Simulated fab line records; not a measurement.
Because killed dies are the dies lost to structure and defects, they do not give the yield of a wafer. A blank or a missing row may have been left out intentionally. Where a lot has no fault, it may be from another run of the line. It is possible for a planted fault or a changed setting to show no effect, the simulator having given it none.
fab line records	flow n5_finfet
record: lots: 7	wafers: 21
route steps=1938 shown BEOL_M0_SAQP@683 BEOL_M2@851 BEOL_M4@1047
start_h: hours from the record's opening day to when the first of the lot's shown wafers began	wait_h: hours from the lot's prior step to this one	" unchanged from the row above	L1.1+2: several wafers, shown together as one row	- either no value or no given start	* or withheld: withheld	< > ~ a bound
route shown NAME@n: NAME is a module with steps in the file, n the number in the route of the first one	usual: the fault-free wafers' mean and standard deviation	same: alike in all rows	chamber/n: place in a boat	sites: per-site readings	_std_site: standard deviation of those values	_edge_site: inner sites' mean taken away from outer sites' mean	radius_mm: for every site, how far away it sits from the centre of the wafer	mask NAME#n: copy n	behind: the tool/chamber that last shaped the wafer	hold: cause of the lot's hold/its duration in hours/its outcome	device: the transistor (n, p or np) that didn't switch	end of line: the same wafers' tests at the end of the route	a step with no rows: only its recipe	killed: dies lost to structure and defects at the first sort, not the wafer's yield	map: a wafer's dies, marking killed ones x, the rest . and places with no die _
set.NAME: the setting as run; set.NAME@STEP: as run at that earlier step	model.NAME: the simulator's own value behind a step, which no gauge read
lots with deliberately changed settings; one table per step, one row per wafer
== steps ==
step: N5_BEOL_M0_SAQP_COAT_34
recipe: resist: CAR-EUV	spin_rpm: 1500	resist_thk_nm: 30
lot.wafer	tool	chamber	start_h	wait_h	set.spin_rpm	model.CAR-EUV_of_BEOL_M0_SAQP_COAT_34.thk_nm
L078.1+4	litho_track-04	0	-	-	1500	30
L078.6	"	0	"	"	1500	29.8
L079.2	litho_track-03	0	-	-	1500	30
L079.3+5	"	0	"	"	1359	31.4
L089.2	litho_track-03	0	-	-	1500	30
L089.4+5	"	0	"	"	1556	29.6
L091.1	litho_track-05	0	-	-	1586	29.2
L091.3+4	"	0	"	"	1500	30
L092.2	litho_track-05	0	-	-	1432	30.6
L092.3	"	0	"	"	1432	30.8
L092.5	"	0	"	"	1500	30
L093.3+5	litho_track-05	0	-	-	1500	30
L093.6	"	0	"	"	1500	30.2
L097.2	litho_track-04	0	-	-	1500	29.8
L097.3+4	"	0	"	"	1500	30
step: N5_BEOL_M0_SAQP_EBR_36
recipe: solvent: PGMEA	ebr_width_mm: 1.5
step: N5_BEOL_M0_SAQP_SOFTBAKE_35
recipe: temp_c: 110	time_s: 60	resist: CAR-EUV
step: N5_BEOL_M0_SAQP_EXPOSE_37
recipe: mask_id: M0_CUT1	na: 0.33	source_shape: annular	sigma_inner: 0.35	sigma_outer: 0.8	polarization: unpolarized	target_cd_nm: 30	dose_mj: 44.75
step: N5_BEOL_M0_SAQP_PEB_38
recipe: peb_temp_c: 100	peb_time_s: 60	resist: CAR-EUV
step: N5_BEOL_M0_SAQP_DEVELOP_39
recipe: develop_time_s: 30	developer: TMAH	resist: CAR-EUV	rinse_liquid: surfactant_rinse	dry: air_spin	dev_temp_c: 23
lot.wafer	tool	chamber	start_h	wait_h	set.spin_rpm@BEOL_M0_SAQP_COAT_34	model.CAR-EUV_of_BEOL_M0_SAQP_COAT_34.thk_nm
L078.1	litho_track-04	0	-	-	1500	29.6
L078.4+6	"	0	"	"	1500	29.4
L079.2	litho_track-04	0	-	-	1500	29.4
L079.3	"	0	"	"	1359	31
L079.5	"	0	"	"	1359	30.8
L089.2	litho_track-04	0	-	-	1500	29.6
L089.4+5	"	0	"	"	1556	29.2
L091.1	litho_track-05	0	-	-	1586	28.8
L091.3+4	"	0	"	"	1500	29.6
L092.2	litho_track-03	0	-	-	1432	30.2
L092.3	"	0	"	"	1432	30.4
L092.5	"	0	"	"	1500	29.6
L093.3+5+6	litho_track-04	0	-	-	1500	29.6
L097.2	litho_track-04	0	-	-	1500	29.4
L097.3+4	"	0	"	"	1500	29.6
step: N5_BEOL_M0_SAQP_DESCUM_45
recipe: chemistry: O2	time_s: 7	source_power_w: 50	bias_power_w: 20	pressure_mtorr: 20	rf_frequency_hz: 2.712e+07	temp_c: 40	resist: CAR-EUV	o2_flow_sccm: 225
step: N5_BEOL_M0_SAQP_ETCH_88
recipe: chemistry: N2/H2	target: underlayer	target_depth_a: 65	time_s: 5.2	ion_energy_ev: 200	mask_material: CAR-EUV	pressure_mtorr: 30	source_w: 840	bias_w: 150	n2_flow_sccm: 200	h2_flow_sccm: 200	ends: cleared
lot.wafer	tool	chamber	start_h	wait_h	set.spin_rpm@BEOL_M0_SAQP_COAT_87	model.etch.depth_nm
L078.1	rie_diel-06	3	135.68	0.0	1500	4.992
L078.4	"	3	"	"	1500	4.973
L078.6	"	0	"	"	1500	5.006
L079.2	rie_diel-05	1	142.42	0.0	1500	5.007
L079.3	"	0	"	"	1580	4.884
L079.5	"	1	"	"	1500	5.003
L089.2+4	rie_diel-06	3,0	204.49	0.0	1550	4.908
L089.5	"	0	"	"	1500	5
L091.1	rie_diel-01	1	212.76	0.0	1500	5.022
L091.3	"	0	"	"	1500	5.008
L091.4	"	2	"	"	1643	4.782
L092.2	rie_diel-05	1	215.70	0.0	1500	5.013
L092.3	"	3	"	"	1500	5.004
L092.5	"	1	"	"	1554	4.931
L093.3	rie_diel-01	1	223.05	0.0	1500	5.002
L093.5	"	2	"	"	1500	5.004
L093.6	"	1	"	"	1500	5.009
L097.2	rie_diel-01	2	250.92	0.0	1500	5.001
L097.3	"	0	"	"	1500	4.988
L097.4	"	0	"	"	1500	5.015
step: N5_BEOL_M2_EXPOSE_08
recipe: mask_id: M2	na: 0.33	source_shape: dipole	sigma_inner: 0.369	sigma_outer: 0.767	polarization: unpolarized	dose_mj: 41.25
lot.wafer	tool	chamber	start_h	wait_h	mask	set.dose_mj
L078.1+6	euv_scanner-01	0	157.51	-	M2#0	43.92
L078.4	"	0	"	"	M2#0	41.25
L079.2	euv_scanner-02	0	166.19	-	M2#0	41.25
L079.3+5	"	0	"	"	M2#0	43.75
L089.2+4	euv_scanner-01	0	219.92	-	M2#0	43.97
L089.5	"	0	"	"	M2#0	41.25
L092.2+5	euv_scanner-01	0	239.29	-	M2#0	39.17
L092.3	"	0	"	"	M2#0	41.25
L091.1+3+4	euv_scanner-02	0	239.55	-	M2#0	41.25
L093.3+5	euv_scanner-01	0	240.71	-	M2#0	39.61
L093.6	"	0	"	"	M2#0	41.25
L097.2+3+4	euv_scanner-02	0	280.22	-	M2#0	41.25
step: N5_BEOL_M2_PEB_09
recipe: peb_temp_c: 100	peb_time_s: 60	resist: CAR-EUV
step: N5_BEOL_M2_DEVELOP_10
recipe: develop_time_s: 30	developer: TMAH	resist: CAR-EUV	rinse_liquid: surfactant_rinse	dry: air_spin	dev_temp_c: 23
step: N5_BEOL_M2_CD_MEAS_11
recipe: target_cd_nm: 16.79	landing_energy_ev: 500	detector: se_inlens	polarity: opening
usual: cd_nm: 16.75/0.25
lot.wafer	tool	chamber	start_h	wait_h	set.dose_mj@BEOL_M2_EXPOSE_08	cd_nm
L078.1	cd_sem-01	0	157.64	-	43.92	17.82
L078.4	"	0	"	"	41.25	16.82
L078.6	"	0	"	"	43.92	18.09
L079.2	cd_sem-03	0	166.32	-	41.25	16.55
L079.3	"	0	"	"	43.75	18.02
L079.5	"	0	"	"	43.75	17.75
L089.2	cd_sem-01	0	220.04	-	43.97	17.64
L089.4	"	0	"	"	43.97	18.15
L089.5	"	0	"	"	41.25	16.96
L092.2	cd_sem-01	0	239.41	-	39.17	15.75
L092.3	"	0	"	"	41.25	16.78
L092.5	"	0	"	"	39.17	15.56
L091.1	cd_sem-02	0	239.68	-	41.25	16.63
L091.3	"	0	"	"	41.25	17.03
L091.4	"	0	"	"	41.25	17.34
L093.3	cd_sem-02	0	240.83	-	39.61	15.84
L093.5	"	0	"	"	39.61	15.87
L093.6	"	0	"	"	41.25	16.75
L097.2	cd_sem-02	0	280.34	-	41.25	16.72
L097.3	"	0	"	"	41.25	16.83
L097.4	"	0	"	"	41.25	16.99
step: N5_BEOL_M2_DESCUM_16
recipe: chemistry: O2	time_s: 7	source_power_w: 50	bias_power_w: 20	pressure_mtorr: 20	rf_frequency_hz: 2.712e+07	temp_c: 40	resist: CAR-EUV	o2_flow_sccm: 225
step: N5_BEOL_M2_ETCH_74
recipe: chemistry: N2/H2	target: underlayer	target_depth_a: 65	mask_material: CAR-EUV	time_s: 5.2	ion_energy_ev: 200	pressure_mtorr: 30	source_w: 840	bias_w: 150	n2_flow_sccm: 200	h2_flow_sccm: 200	ends: cleared
lot.wafer	tool	chamber	start_h	wait_h	set.dose_mj@BEOL_M2_EXPOSE_08	model.BEOL_M2.cd_offset_nm
L078.1	rie_diel-03	0	157.80	0.0	43.92	1.4
L078.4	"	2	"	"	41.25	0.2
L078.6	"	0	"	"	43.92	1.2
L079.2	rie_diel-03	1	166.78	0.0	41.25	0
L079.3	"	3	"	"	43.75	0.8
L079.5	"	2	"	"	43.75	1
L089.2	rie_diel-04	3	220.20	0.0	43.97	1
L089.4	"	1	"	"	43.97	1.2
L089.5	"	2	"	"	41.25	-0.2
L092.2	rie_diel-03	0	239.57	0.0	39.17	-0.6
L092.3	"	1	"	"	41.25	0
L092.5	"	2	"	"	39.17	-1
L091.1+4	rie_diel-03	3,0	239.89	0.0	41.25	0.2
L091.3	"	2	"	"	41.25	0.4
L093.3+5	rie_diel-04	2	241.27	0.0	39.61	-1
L093.6	"	3	"	"	41.25	-0.4
L097.2	rie_diel-02	2	280.78	0.0	41.25	-0.2
L097.3	"	1	"	"	41.25	0
L097.4	"	2	"	"	41.25	0.2
step: N5_BEOL_M2_ETCH_63
recipe: chemistry: CF4	target: SiARC	target_depth_a: 156	mask_material: CAR-EUV	time_s: 26	ion_energy_ev: 80	pressure_mtorr: 40	source_w: 545	bias_w: 36	Ar_flow_sccm: 100	cf4_flow_sccm: 100	ends: cleared
lot.wafer	tool	chamber	start_h	wait_h	set.dose_mj@BEOL_M2_EXPOSE_08	model.BEOL_M2.cd_offset_nm
L078.1	rie_diel-03	0	157.82	0.0	43.92	1.4
L078.4	"	2	"	"	41.25	0.2
L078.6	"	0	"	"	43.92	1.2
L079.2	rie_diel-03	1	166.80	0.0	41.25	-0.2
L079.3+5	"	3,2	"	"	43.75	1
L089.2	rie_diel-04	3	220.21	0.0	43.97	1
L089.4	"	1	"	"	43.97	1.2
L089.5	"	2	"	"	41.25	-0.2
L092.2	rie_diel-03	0	239.59	0.0	39.17	-0.8
L092.3	"	1	"	"	41.25	0
L092.5	"	2	"	"	39.17	-1
L091.1	rie_diel-03	3	239.91	0.0	41.25	0
L091.3+4	"	2,0	"	"	41.25	0.2
L093.3+5	rie_diel-04	2	241.29	0.0	39.61	-1
L093.6	"	3	"	"	41.25	-0.4
L097.2	rie_diel-02	2	280.81	0.0	41.25	-0.2
L097.3+4	"	1,2	"	"	41.25	0.2
step: N5_BEOL_M2_ETCH_64
recipe: chemistry: N2/H2	target: SOC	target_depth_a: 750	overetch_a: 225	mask_material: SiARC	temp_c: 40	time_s: 121.9	ion_energy_ev: 200	pressure_mtorr: 30	source_w: 840	bias_w: 150	n2_flow_sccm: 200	h2_flow_sccm: 200
step: N5_BEOL_M2_STRIP_65
recipe: chemistry: N2/H2	temp_c: 40	n2_flow_sccm: 200	h2_flow_sccm: 200	rf_frequency_hz: 6e+07
step: N5_BEOL_M2_HM_OPEN_17
recipe: chemistry: Cl2/BCl3	target_depth_a: 200	overetch_a: 60	target: TiN	mask_material: SOC	ion_energy_ev: 150	pressure_mtorr: 10	icp_w: 1000	bias_w: 126	Cl2_flow_sccm: 53.25	bcl3_flow_sccm: 21.75	Ar_flow_sccm: 25
step: N5_BEOL_M2_STRIP_19
recipe: chemistry: O2	power_w: 400	temp_c: 40	pressure_mtorr: 30	rf_frequency_hz: 6e+07	bias_power_w: 0	overash_fraction: 0.2	o2_flow_sccm: 225
step: N5_BEOL_M2_CD_MEAS_18
recipe: pitch_nm: 36	target_cd_nm: 18
usual: cd_nm: 18.11/0.29
lot.wafer	tool	chamber	start_h	wait_h	set.dose_mj@BEOL_M2_EXPOSE_08	cd_nm
L078.1	cd_sem-03	-	158.21	0.0	43.92	18.69
L078.4	"	-	"	"	41.25	18.12
L078.6	"	-	"	"	43.92	18.85
L079.2	cd_sem-01	-	167.20	0.1	41.25	18.18
L079.3	"	-	"	"	43.75	19.77
L079.5	"	-	"	"	43.75	19.35
L089.2	cd_sem-03	-	220.60	0.1	43.97	19.15
L089.4	"	-	"	"	43.97	19.19
L089.5	"	-	"	"	41.25	18.05
L092.2	cd_sem-03	-	240.16	0.1	39.17	17.05
L092.3	"	-	"	"	41.25	18.07
L092.5	"	-	"	"	39.17	17.35
L091.1	cd_sem-01	-	240.39	0.1	41.25	18.74
L091.3	"	-	"	"	41.25	18.23
L091.4	"	-	"	"	41.25	17.73
L093.3	cd_sem-03	-	241.81	0.1	39.61	17.22
L093.5	"	-	"	"	39.61	17.12
L093.6	"	-	"	"	41.25	17.46
L097.2	cd_sem-03	-	281.42	0.1	41.25	18.18
L097.3	"	-	"	"	41.25	18.22
L097.4	"	-	"	"	41.25	18.33
step: N5_BEOL_M2_ETCH_70
recipe: chemistry: N2/H2	target: SOC	target_depth_a: 800	overetch_a: 240	mask_material: SiARC	temp_c: 40	time_s: 130	ion_energy_ev: 200	pressure_mtorr: 30	source_w: 840	bias_w: 150	n2_flow_sccm: 200	h2_flow_sccm: 200
lot.wafer	tool	chamber	start_h	wait_h	set.time_s	model.SiARC_of_BEOL_M2_COAT_68.thk_nm
L078.1+4	rie_diel-03	2	165.87	0.0	130	5.6
L078.6	"	1	"	"	100.8	7
L079.2	rie_diel-03	1	170.72	0.0	130	5.8
L079.3	"	2	"	"	130	5.6
L079.5	"	2	"	"	115.8	6.4
L089.2	rie_diel-03	2	225.27	0.0	130	5.6
L089.4	"	1	"	"	130	5.8
L089.5	"	2	"	"	111.9	6.6
L092.2	rie_diel-02	3	243.03	0.0	130	5.6
L092.3	"	1	"	"	118.2	6.4
L092.5	"	0	"	"	130	5.8
L091.1+3	rie_diel-02	0,2	251.54	0.0	130	5.8
L091.4	"	1	"	"	130	5.6
L093.3	rie_diel-03	1	251.59	0.0	120.2	6.2
L093.5	"	3	"	"	130	6
L093.6	"	1	"	"	130	5.8
L097.2+4	rie_diel-03	2,1	287.72	0.0	130	5.8
L097.3	"	3	"	"	130	6.2
step: N5_BEOL_M2_TRENCH_ETCH_37
recipe: chemistry: C4F6/O2	target_depth_a: 555.55	target: SiOC	time_s: 29.2	ion_energy_ev: 250	pressure_mtorr: 30	source_w: 355	bias_w: 185	Ar_flow_sccm: 300	C4F6_flow_sccm: 10	O2_flow_sccm: 10
lot.wafer	tool	chamber	start_h	wait_h	set.time_s	model.etch.depth_nm	model.BEOL_M2.feature_depth_nm
L078.1	rie_diel-03	2	-	-	24.33	46.39	46.4
L078.4	"	2	"	"	29.2	55.81	55.8
L078.6	"	1	"	"	24.33	46.54	46.6
L079.2	rie_diel-03	1	-	-	29.2	55.76	55.8
L079.3	"	2	"	"	29.2	55.26	55.2
L079.5	"	2	"	"	29.2	55.05	55
L089.2	rie_diel-03	2	-	-	34.33	65.55	65.6
L089.4	"	1	"	"	34.33	64.58	64.6
L089.5	"	2	"	"	34.33	65.75	65.8
L092.2	rie_diel-02	3	-	-	29.2	56.62	56.6
L092.3	"	1	"	"	24.99	48.08	48
L092.5	"	0	"	"	24.99	47.5	47.4
L091.1	rie_diel-02	0	-	-	24.37	45.81	45.8
L091.3	"	2	"	"	29.2	55.5	55.6
L091.4	"	1	"	"	24.37	46.9	47
L093.3	rie_diel-03	1	-	-	24.79	47.09	47
L093.5	"	3	"	"	29.2	54.62	54.6
L093.6	"	1	"	"	24.79	46.92	47
L097.2	rie_diel-03	2	-	-	29.2	56.33	56.4
L097.3	"	3	"	"	29.2	54.24	54.2
L097.4	"	1	"	"	29.2	54.91	55
step: N5_BEOL_M2_ETCH_41
recipe: chemistry: CH3F/O2	target: SiCN	target_depth_a: 299	taper_deg: 2	time_s: 52.5	ion_energy_ev: 120	mask_material: TiN	pressure_mtorr: 30	source_w: 395	bias_w: 75	Ar_flow_sccm: 150	CH3F_flow_sccm: 30	O2_flow_sccm: 20
step: N5_BEOL_M2_STRIP_97
recipe: chemistry: N2/H2	time_s: 10	power_w: 450	temp_c: 40	pressure_mtorr: 20	rf_frequency_hz: 6e+07	bias_power_w: 7	n2_flow_sccm: 200	h2_flow_sccm: 200
step: N5_BEOL_M2_PRECLEAN_42
recipe: chemistry: residue_remover	time_s: 60	temp_c: 40
step: N5_BEOL_M2_SRD_43
recipe: time_s: 30	temp_c: 23	rinse_liquid: diw	dry: ipa_marangoni
step: N5_BEOL_M2_CD_MEAS_35
recipe: target_cd_nm: 18	target_cd_y_nm: 22.2	polarity: opening
usual: cd_nm: 18.1/0.31
lot.wafer	tool	chamber	start_h	wait_h	set.dose_mj@BEOL_M2_EXPOSE_08	cd_nm
L078.1	cd_sem-01	-	166.44	0.0	43.92	19.1
L078.4	"	-	"	"	41.25	18.0
L078.6	"	-	"	"	43.92	19.3
L079.2	cd_sem-03	-	171.24	0.0	41.25	17.8
L079.3	"	-	"	"	43.75	19.7
L079.5	"	-	"	"	43.75	19.1
L089.2	cd_sem-02	-	225.78	0.0	43.97	19.2
L089.4	"	-	"	"	43.97	19.0
L089.5	"	-	"	"	41.25	17.9
L092.2	cd_sem-01	-	243.55	0.0	39.17	16.9
L092.3	"	-	"	"	41.25	17.9
L092.5	"	-	"	"	39.17	17.7
L091.1	cd_sem-01	-	252.05	0.0	41.25	18.2
L091.3	"	-	"	"	41.25	18.8
L091.4	"	-	"	"	41.25	18.2
L093.3	cd_sem-01	-	252.11	0.0	39.61	17.3
L093.5	"	-	"	"	39.61	17.1
L093.6	"	-	"	"	41.25	17.5
L097.2	cd_sem-02	-	288.24	0.0	41.25	18.2
L097.3	"	-	"	"	41.25	17.8
L097.4	"	-	"	"	41.25	18.2
step: N5_BEOL_M4_COAT_67
recipe: resist: SOC	temp_c: 250	time_s: 60	spin_rpm: 1500	resist_thk_nm: 60
lot.wafer	tool	chamber	start_h	wait_h	set.spin_rpm	model.SOC_of_BEOL_M4_COAT_67.thk_nm
L078.1+4	litho_track-03	0	192.89	0.0	1500	60
L078.6	"	0	"	"	1589	58.2
L079.2	litho_track-03	0	194.47	0.0	1500	60.2
L079.3+5	"	0	"	"	1500	60
L089.2+4	litho_track-03	0	246.29	0.0	1555	59
L089.5	"	0	"	"	1500	60
L092.2+3+5	litho_track-05	0	264.25	0.0	1558	59
L091.1	litho_track-03	0	270.55	0.0	1430	61.6
L091.3	"	0	"	"	1500	59.8
L091.4	"	0	"	"	1500	60
L093.3	litho_track-03	0	275.40	0.0	1654	57.2
L093.5+6	"	0	"	"	1500	60
L097.2+4	litho_track-05	0	310.77	0.0	1500	60
L097.3	"	0	"	"	1500	60.2
== key ==
split: step: N5_BEOL_M0_SAQP_COAT_34	setting: spin_rpm	stated: 1500	by: wafer
response: step: N5_BEOL_M0_SAQP_COAT_34	reading: model.CAR-EUV_of_BEOL_M0_SAQP_COAT_34.thk_nm	change: -0.144	per: 1%	r: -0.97
response: step: N5_BEOL_M0_SAQP_DEVELOP_39	reading: model.CAR-EUV_of_BEOL_M0_SAQP_COAT_34.thk_nm	change: -0.15	per: 1%	r: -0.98
split: step: N5_BEOL_M2_EXPOSE_08	setting: dose_mj	stated: 41.25	by: wafer
response: step: N5_BEOL_M2_CD_MEAS_11	reading: cd_nm	change: +0.189	per: 1%	r: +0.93
response: step: N5_BEOL_M2_ETCH_74	reading: model.BEOL_M2.cd_offset_nm	change: +0.169	per: 1%	r: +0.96
response: step: N5_BEOL_M2_ETCH_63	reading: model.BEOL_M2.cd_offset_nm	change: +0.183	per: 1%	r: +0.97
response: step: N5_BEOL_M2_CD_MEAS_18	reading: cd_nm	change: +0.155	per: 1%	r: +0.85
response: step: N5_BEOL_M2_CD_MEAS_35	reading: cd_nm	change: +0.183	per: 1%	r: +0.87
split: step: N5_BEOL_M2_ETCH_70	setting: time_s	stated: 130	by: wafer
response: step: N5_BEOL_M2_ETCH_70	reading: model.SiARC_of_BEOL_M2_COAT_68.thk_nm	change: -0.063	per: 1%	r: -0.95
split: step: N5_BEOL_M2_TRENCH_ETCH_37	setting: time_s	stated: 29.2	by: wafer
response: step: N5_BEOL_M2_TRENCH_ETCH_37	reading: model.etch.depth_nm	change: +0.556	per: 1%	r: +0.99
response: step: N5_BEOL_M2_TRENCH_ETCH_37	reading: model.BEOL_M2.feature_depth_nm	change: +0.557	per: 1%	r: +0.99
split: step: N5_BEOL_M4_COAT_67	setting: spin_rpm	stated: 1500	by: wafer
response: step: N5_BEOL_M4_COAT_67	reading: model.SOC_of_BEOL_M4_COAT_67.thk_nm	change: -0.29	per: 1%	r: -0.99
split outside_this_file step=N5_BEOL_M0_SAQP_COAT_87 setting=spin_rpm
split outside_this_file: this setting was split too, and the file shows its column; the key of that split is in another file
